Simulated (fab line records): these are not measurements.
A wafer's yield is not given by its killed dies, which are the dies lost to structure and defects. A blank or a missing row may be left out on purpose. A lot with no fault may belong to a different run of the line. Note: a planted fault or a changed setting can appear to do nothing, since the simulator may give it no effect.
fab line records    flow n5-finfet
record: lots: 14  wafers: 38  last-day: 19
route steps=1938 shown FIN_SAQP@134 FIN_CUT@160
lots that met no fault: from a run of the same line without faults
start-h: the number of hours between the record's first day and the start of the first shown wafer of the lot    wait-h: how many hours have passed since the lot's step before this one    " unchanged from the row above    L1.1+2: one row covering several wafers at once    - no value, or no start given    * or withheld: withheld    < > ~ a bound
route shown NAME@n: NAME is a module with steps in the file, n the number in the route of the first one    usual: mean and standard deviation over wafers with no fault    same: alike in all rows    chamber/n: place in a boat    sites: each site's reading    _std_site: standard deviation across them    _edge_site: outer sites' mean less inner sites'    radius-mm: for every site, how far away it sits from the centre of the wafer    mask NAME#n: copy n    behind: tool/chamber where the wafer was last shaped    hold: what put the lot on hold/how long, in hours/how the hold closed    device: whichever transistor did not switch (one of n, p or np)    end of line: tests run on the same wafers once the route is complete    a step with no rows: only its recipe    killed: at the first sort, the dies lost to defects and structure; wafer yield is something else    map: the dies of a wafer, with x for killed, . for not killed, _ for no die there
set.NAME: setting as actually run; set.NAME@STEP: the setting as run at that earlier step    model.NAME: the simulator's own value behind a step, which no gauge read
a sample of lots followed through the steps of the route, with each step as a table and each wafer as a row
services: when a tool's chamber went out of use (start-h, in hours from the record's first day, below 0 if earlier), for how many hours, and the reason
== steps ==
step: N5_FIN_SAQP_ETCH_69
recipe: chemistry: N2/H2  target: SOC  target-depth-a: 1500  stop-on: SiNx  ion-energy-ev: 100  bias-w: 61  pressure-mtorr: 30  source-w: 850  n2-flow-sccm: 200  h2-flow-sccm: 200
usual: drypump-motor-current-A: 5.7/0.48  oes-product-au: 0.76/0.082  rf-vpp-V: 240.8/1.2  showerhead-plenum-p-Torr: 2.54/0.07  throttle-valve-pct: 17.84/0.13
lot.wafer  tool         chamber  start-h  wait-h  drypump-motor-current-A  oes-product-au  rf-hours-counter-h  rf-vpp-V  showerhead-plenum-p-Torr  throttle-valve-pct
L343.2     rie-diel-05  0        30.61    -       6.3                      0.75            123                 241.5     2.54                      17.89
L343.3     "            2        "        "       5.5                      0.72            170                 239.7     2.54                      17.74
L343.5     "            3        "        "       5.3                      0.68            -                   241.6     2.62                      18.12
L345.2     rie-diel-06  0        44.11    -       5.8                      0.67            248                 241.5     2.59                      18.14
L345.6     "            3        "        "       5.8                      0.77            -                   241.8     2.53                      17.70
L347.1     rie-diel-05  1        55.53    -       5.4                      0.77            135                 240.5     2.55                      17.96
L347.3     "            0        "        "       6.2                      0.73            133                 241.3     2.54                      17.90
L347.6     "            0        "        "       6.2                      0.74            -                   242.6     2.54                      17.93
L348.5     rie-diel-06  1        62.13    -       5.8                      0.94            -                   241.4     2.63                      17.61
L348.6     "            3        "        "       5.8                      0.75            -                   240.8     2.53                      17.69
L349.1     rie-diel-06  3        66.74    -       5.8                      0.75            139                 239.1     2.53                      17.70
L349.2     "            1        "        "       5.8                      0.93            4                   242.3     2.63                      17.64
L349.5     "            3        "        "       5.8                      0.75            -                   241.4     2.53                      17.68
L350.1     rie-diel-02  0        73.44    -       5.2                      0.72            192                 241.1     2.62                      18.05
L350.2     "            3        "        "       6.4                      0.68            238                 237.4     2.38                      17.85
L350.6     "            2        "        "       5.8                      0.90            -                   242.0     2.59                      17.70
L351.1     rie-diel-05  1        80.49    -       5.4                      0.75            141                 241.1     2.55                      17.98
L351.2     "            2        "        "       5.5                      0.71            186                 240.2     2.53                      17.76
L351.3     "            0        "        "       6.2                      0.73            140                 239.9     2.54                      17.91
L353.1     rie-diel-02  0        93.67    -       5.2                      0.71            198                 241.3     2.62                      18.04
L353.6     "            1        "        "       5.0                      0.71            -                   241.7     2.51                      17.80
L354.1     rie-diel-02  3        98.35    -       6.4                      0.67            246                 238.4     2.38                      17.87
L354.3     "            1        "        "       5.0                      0.70            198                 240.0     2.51                      17.83
L354.5     "            1        "        "       5.0                      0.70            -                   239.2     2.51                      17.81
L355.2     rie-diel-02  1        103.49   -       5.0                      0.71            200                 239.5     2.51                      17.82
L355.5     "            0        "        "       5.2                      0.71            -                   240.5     2.61                      18.06
L356.3     rie-diel-06  1        110.33   -       5.7                      0.88            19                  240.7     2.62                      17.67
L356.5     "            2        "        "       6.3                      0.72            -                   239.4     2.52                      17.80
L356.6     "            1        "        "       5.7                      0.88            -                   242.1     2.62                      17.66
L357.1     rie-diel-02  1        114.28   -       5.0                      0.70            205                 241.7     2.51                      17.83
L357.3     "            0        "        "       5.2                      0.71            207                 241.7     2.61                      18.07
L357.6     "            3        "        "       6.4                      0.67            -                   237.5     2.37                      17.90
L358.1     rie-diel-05  2        122.23   -       5.5                      0.70            198                 240.4     2.53                      17.79
L358.3     "            1        "        "       5.4                      0.74            152                 240.4     2.54                      17.98
L358.5     "            1        "        "       5.4                      0.75            -                   240.9     2.54                      18.02
L365.1     rie-diel-06  3        162.57   -       5.8                      0.73            171                 240.6     2.51                      17.75
L365.3     "            0        "        "       5.8                      0.89            29                  239.4     2.58                      17.79
L365.6     "            3        "        "       5.8                      0.73            -                   242.3     2.51                      17.74
step: N5_FIN_SAQP_ETCH_67
recipe: chemistry: CH3F/O2  target: SiNx  target-depth-a: 300  mask-material: SOC  pressure-mtorr: 30  source-w: 395  bias-w: 73  Ar_flow_sccm: 150  CH3F_flow_sccm: 30  O2_flow_sccm: 20  ion-energy-ev: 120
usual: drypump-motor-current-A: 5.7/0.47  oes-product-au: 0.76/0.086  rf-vpp-V: 296/5.1  showerhead-plenum-p-Torr: 2.00/0.052  throttle-valve-pct: 16.41/0.17
lot.wafer  tool         chamber  start-h  wait-h  drypump-motor-current-A  oes-product-au  rf-hours-counter-h  rf-vpp-V  showerhead-plenum-p-Torr  throttle-valve-pct
L343.2     rie-diel-05  0        30.67    0.0     6.2                      0.77            123                 297       2.01                      16.48
L343.3     "            2        "        "       5.5                      0.72            170                 299       2.00                      16.35
L343.5     "            3        "        "       5.3                      0.70            -                   291       2.04                      16.47
L345.2     rie-diel-06  0        44.17    0.0     5.8                      0.68            248                 301       2.04                      16.59
L345.6     "            3        "        "       5.8                      0.77            -                   290       2.00                      16.36
L347.1     rie-diel-05  1        55.59    0.0     5.4                      0.76            135                 294       1.99                      16.44
L347.3     "            0        "        "       6.2                      0.75            133                 300       2.00                      16.51
L347.6     "            0        "        "       6.2                      0.74            -                   299       2.01                      16.52
L348.5     rie-diel-06  1        62.18    0.0     5.7                      0.95            -                   295       2.05                      16.04
L348.6     "            3        "        "       5.8                      0.75            -                   290       2.00                      16.37
L349.1     rie-diel-06  3        66.80    0.0     5.8                      0.75            140                 289       2.00                      16.35
L349.2     "            1        "        "       5.7                      0.94            4                   296       2.05                      16.04
L349.5     "            3        "        "       5.8                      0.75            -                   290       2.00                      16.35
L350.1     rie-diel-02  0        73.50    0.0     5.1                      0.73            192                 291       2.06                      16.60
L350.2     "            3        "        "       6.4                      0.68            238                 294       1.87                      16.58
L350.6     "            2        "        "       5.8                      0.92            -                   290       2.04                      16.17
L351.1     rie-diel-05  1        80.55    0.0     5.4                      0.77            141                 296       1.99                      16.46
L351.2     "            2        "        "       5.5                      0.70            186                 298       1.99                      16.37
L351.3     "            0        "        "       6.2                      0.74            140                 301       2.00                      16.52
L353.1     rie-diel-02  0        93.73    0.0     5.2                      0.72            198                 294       2.06                      16.63
L353.6     "            1        "        "       5.0                      0.72            -                   294       1.99                      16.44
L354.1     rie-diel-02  3        98.41    0.0     6.3                      0.68            246                 295       1.87                      16.61
L354.3     "            1        "        "       5.0                      0.72            198                 295       1.99                      16.44
L354.5     "            1        "        "       5.0                      0.72            -                   293       1.99                      16.46
L355.2     rie-diel-02  1        103.55   0.0     5.0                      0.71            200                 293       1.99                      16.44
L355.5     "            0        "        "       5.2                      0.71            -                   292       2.06                      16.64
L356.3     rie-diel-06  1        110.39   0.0     5.7                      0.90            19                  296       2.05                      16.06
L356.5     "            2        "        "       6.3                      0.72            -                   306       1.99                      16.45
L356.6     "            1        "        "       5.7                      0.91            -                   296       2.05                      16.06
L357.1     rie-diel-02  1        114.34   0.0     4.9                      0.70            205                 293       1.99                      16.44
L357.3     "            0        "        "       5.2                      0.71            207                 293       2.05                      16.64
L357.6     "            3        "        "       6.4                      0.68            -                   295       1.87                      16.60
L358.1     rie-diel-05  2        122.29   0.0     5.5                      0.69            198                 298       1.99                      16.39
L358.3     "            1        "        "       5.4                      0.76            152                 295       1.98                      16.48
L358.5     "            1        "        "       5.4                      0.76            -                   292       1.98                      16.48
L365.1     rie-diel-06  3        162.63   0.0     5.8                      0.73            171                 290       1.99                      16.41
L365.3     "            0        "        "       5.8                      0.90            29                  301       2.03                      16.19
L365.6     "            3        "        "       5.8                      0.73            -                   290       1.99                      16.43
step: N5_FIN_SAQP_SPACER2_ETCHBACK_29
recipe: chemistry: CHF3/O2  mode: anisotropic-etchback  target: SiO2  target-depth-a: 122  time-s: 6.1  pressure-mtorr: 30  source-w: 650  bias-w: 170  Ar_flow_sccm: 200  CHF3_flow_sccm: 50  O2_flow_sccm: 5  ion-energy-ev: 200
usual: drypump-motor-current-A: 5.6/0.46  oes-product-au: 0.78/0.093  rf-vpp-V: 520/8.1  showerhead-plenum-p-Torr: 2.42/0.057  throttle-valve-pct: 18.93/0.17
lot.wafer  tool         chamber  start-h  wait-h  drypump-motor-current-A  oes-product-au  rf-hours-counter-h  rf-vpp-V  showerhead-plenum-p-Torr  throttle-valve-pct
L343.2     rie-diel-05  3        31.43    0.2     5.3                      0.69            244                 513       2.46                      19.02
L343.3     "            2        "        "       5.5                      0.72            170                 525       2.41                      18.86
L343.5     "            2        "        "       5.5                      0.72            -                   526       2.41                      18.87
L345.2     rie-diel-05  2        44.90    0.3     5.5                      0.71            174                 526       2.41                      18.85
L345.6     "            3        "        "       5.3                      0.68            -                   513       2.46                      19.01
L347.1     rie-diel-05  0        56.30    0.3     6.2                      0.75            134                 526       2.41                      19.03
L347.3     "            1        "        "       5.4                      0.77            135                 519       2.40                      19.02
L347.6     "            1        "        "       5.4                      0.77            -                   519       2.40                      19.04
L348.5     rie-diel-02  3        62.76    0.1     6.3                      0.69            -                   519       2.27                      19.10
L348.6     "            2        "        "       5.8                      0.93            -                   509       2.45                      18.70
L349.1     rie-diel-02  0        67.42    0.2     5.2                      0.72            190                 516       2.48                      19.15
L349.2     "            1        "        "       5.0                      0.71            187                 517       2.41                      18.98
L349.5     "            3        "        "       6.3                      0.69            -                   519       2.26                      19.10
L350.1     rie-diel-05  3        74.07    0.2     5.3                      1.00            0                   514       2.46                      18.65
L350.2     "            2        "        "       5.5                      0.71            185                 525       2.41                      18.90
L350.6     "            0        "        "       6.2                      0.74            -                   526       2.41                      19.05
L351.1     rie-diel-05  2        81.76    0.2     5.5                      0.70            187                 526       2.40                      18.90
L351.2     "            0        "        "       6.2                      0.74            140                 526       2.41                      19.04
L351.3     "            1        "        "       5.4                      0.78            142                 519       2.40                      19.03
L353.1     rie-diel-02  2        94.46    0.2     5.8                      0.90            19                  509       2.45                      18.73
L353.6     "            0        "        "       5.2                      0.72            -                   516       2.48                      19.16
L354.1     rie-diel-05  0        99.64    0.2     6.2                      0.74            143                 527       2.41                      19.05
L354.3     "            2        "        "       5.5                      0.71            190                 526       2.40                      18.92
L354.5     "            0        "        "       6.2                      0.75            -                   527       2.41                      19.05
L355.2     rie-diel-06  1        104.73   0.2     5.7                      0.90            17                  519       2.46                      18.62
L355.5     "            2        "        "       6.3                      0.73            -                   541       2.40                      19.00
L356.3     rie-diel-06  3        110.99   0.2     5.8                      0.74            154                 509       2.40                      18.90
L356.5     "            3        "        "       5.8                      0.74            -                   508       2.40                      18.90
L356.6     "            2        "        "       6.3                      0.72            -                   543       2.40                      18.97
L357.1     rie-diel-02  0        114.91   0.2     5.2                      0.71            207                 517       2.48                      19.18
L357.3     "            1        "        "       5.0                      0.71            205                 519       2.40                      19.01
L357.6     "            1        "        "       4.9                      0.71            -                   519       2.40                      19.02
L358.1     rie-diel-02  2        123.54   0.4     5.8                      0.89            25                  510       2.45                      18.74
L358.3     "            0        "        "       5.2                      0.71            211                 516       2.48                      19.19
L358.5     "            1        "        "       5.0                      0.70            -                   518       2.40                      19.00
L365.1     rie-diel-05  1        163.31   0.3     5.4                      0.74            167                 518       2.39                      19.05
L365.3     "            3        "        "       5.3                      0.90            25                  513       2.45                      18.70
L365.6     "            3        "        "       5.3                      0.89            -                   514       2.45                      18.69
step: N5_FIN_CUT_EXPOSE_05
recipe: mask-id: FIN_CUT  na: 0.33  source-shape: annular  sigma-inner: 0.35  sigma-outer: 0.8  polarization: unpolarized  dose-mj: 45.75
usual: exposure-dose-mJ-cm2: 45.70/0.05  focus-offset-nm: -0.1/0.54  stage-msd-nm: 0.79/0.069
lot.wafer  tool            chamber  start-h  wait-h  mask       exposure-dose-mJ-cm2  focus-offset-nm  stage-msd-nm
L343.2     euv-scanner-01  0        32.76    -       FIN_CUT#0  45.77                 -1.0             0.71
L343.3     "               0        "        "       FIN_CUT#0  45.75                 -0.4             0.71
L343.5     "               0        "        "       FIN_CUT#0  45.71                 -0.6             0.71
L345.2     euv-scanner-02  0        50.63    -       FIN_CUT#0  45.79                 -0.1             0.87
L345.6     "               0        "        "       FIN_CUT#0  45.66                 -0.6             0.87
L347.1     euv-scanner-01  0        57.38    -       FIN_CUT#0  45.71                 -0.1             0.71
L347.3     "               0        "        "       FIN_CUT#0  45.66                 0.4              0.71
L347.6     "               0        "        "       FIN_CUT#0  45.74                 0.6              0.71
L348.5     euv-scanner-02  0        63.83    -       FIN_CUT#0  45.74                 0.4              0.87
L348.6     "               0        "        "       FIN_CUT#0  45.78                 -0.6             0.87
L349.1     euv-scanner-01  0        68.50    -       FIN_CUT#0  45.62                 -0.3             0.71
L349.2     "               0        "        "       FIN_CUT#0  45.64                 0.2              0.71
L349.5     "               0        "        "       FIN_CUT#0  45.62                 0.1              0.71
L350.1     euv-scanner-02  0        75.14    -       FIN_CUT#0  45.61                 -0.3             0.87
L350.2     "               0        "        "       FIN_CUT#0  45.70                 -0.2             0.87
L350.6     "               0        "        "       FIN_CUT#0  45.68                 -1.1             0.87
L351.1     euv-scanner-02  0        82.71    -       FIN_CUT#0  45.67                 0.3              0.87
L351.2     "               0        "        "       FIN_CUT#0  45.76                 -0.2             0.87
L351.3     "               0        "        "       FIN_CUT#0  45.72                 0.1              0.87
L353.1     euv-scanner-01  0        95.41    -       FIN_CUT#0  45.60                 0.3              0.73
L353.6     "               0        "        "       FIN_CUT#0  45.70                 -0.2             0.72
L354.1     euv-scanner-01  0        100.75   -       FIN_CUT#0  45.62                 0.2              0.73
L354.3     "               0        "        "       FIN_CUT#0  45.68                 0.5              0.73
L354.5     "               0        "        "       FIN_CUT#0  45.68                 -0.7             0.73
L355.2     euv-scanner-02  0        106.72   -       FIN_CUT#0  45.73                 -0.5             0.87
L355.5     "               0        "        "       FIN_CUT#0  45.71                 -0.2             0.87
L356.3     euv-scanner-01  -        112.09   -       FIN_CUT#0  -                     -                -
L356.5     "               -        "        "       FIN_CUT#0  -                     -                -
L356.6     "               -        "        "       FIN_CUT#0  -                     -                -
L357.1     euv-scanner-01  -        115.86   -       FIN_CUT#0  -                     -                -
L357.3     "               -        "        "       FIN_CUT#0  -                     -                -
L357.6     "               -        "        "       FIN_CUT#0  -                     -                -
L358.1     euv-scanner-02  0        124.67   -       FIN_CUT#0  45.63                 0.1              0.87
L358.3     "               0        "        "       FIN_CUT#0  45.74                 -0.1             0.87
L358.5     "               0        "        "       FIN_CUT#0  45.65                 -0.7             0.87
L365.1     euv-scanner-01  0        164.44   -       FIN_CUT#0  45.71                 0.9              0.75
L365.3     "               0        "        "       FIN_CUT#0  45.69                 -0.4             0.75
L365.6     "               0        "        "       FIN_CUT#0  45.76                 0.3              0.75
== services ==
tool            chamber  start-h  hours  kind
euv-scanner-01  -        7.54     0.5    repair
rie-diel-05     3        16.40    6.7    repair
rie-diel-06     3        18.20    6.7    repair
euv-scanner-01  -        20.10    0.3    repair
euv-scanner-01  -        25.87    4.6    pm
euv-scanner-01  -        36.98    0.7    repair
euv-scanner-01  -        45.85    6.8    repair
rie-diel-05     3        48.11    -      clean
euv-scanner-01  -        52.68    1.0    pm
euv-scanner-02  -        53.69    1.0    pm
rie-diel-05     -        61.93    2.8    pm
rie-diel-05     3        66.19    7.2    repair
rie-diel-06     0        67.14    4.2    repair
euv-scanner-01  -        79.43    6.2    pm
euv-scanner-02  -        93.06    4.6    pm
rie-diel-02     2        98.10    16.2   repair
euv-scanner-01  -        104.69   1.0    pm
euv-scanner-02  -        105.70   1.0    pm
rie-diel-05     3        118.81   5.5    repair
euv-scanner-02  -        143.84   2.0    repair
rie-diel-02     0        153.84   5.9    repair
rie-diel-02     1        156.34   5.9    repair
euv-scanner-01  -        160.84   1.0    pm
euv-scanner-02  -        161.88   1.0    pm
== key ==
first-sign: step: N5_FIN_CUT_EXPOSE_05  reading: tool-record  direction: missing
effect none on later readings
met-at N5_FIN_CUT_EXPOSE_05
struck-lots L356,L357
later-rows-left-out L356.3,L356.5,L356.6,L357.1,L357.3,L357.6
sort-left-out L356.3,L356.5,L356.6,L357.1,L357.3,L357.6
not-acting-at N5_FIN_SAQP_ETCH_69,N5_FIN_SAQP_ETCH_67,N5_FIN_SAQP_SPACER2_ETCHBACK_29
onset-between 100.75 112.09
fault: kind: skipped-step-whole  tool: euv-scanner-01  chamber: -  onset-h: 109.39  steps: N5_FIN_CUT_EXPOSE_05  scope: struck-lots-only
sort-left-out: the simulated sort isn't trusted on such a fault, so these wafers' sort isn't shown, and their yield isn't known
later-rows-left-out: the simulator's readings of these wafers behind a module that went badly wrong aren't trusted and aren't shown, but for the sort
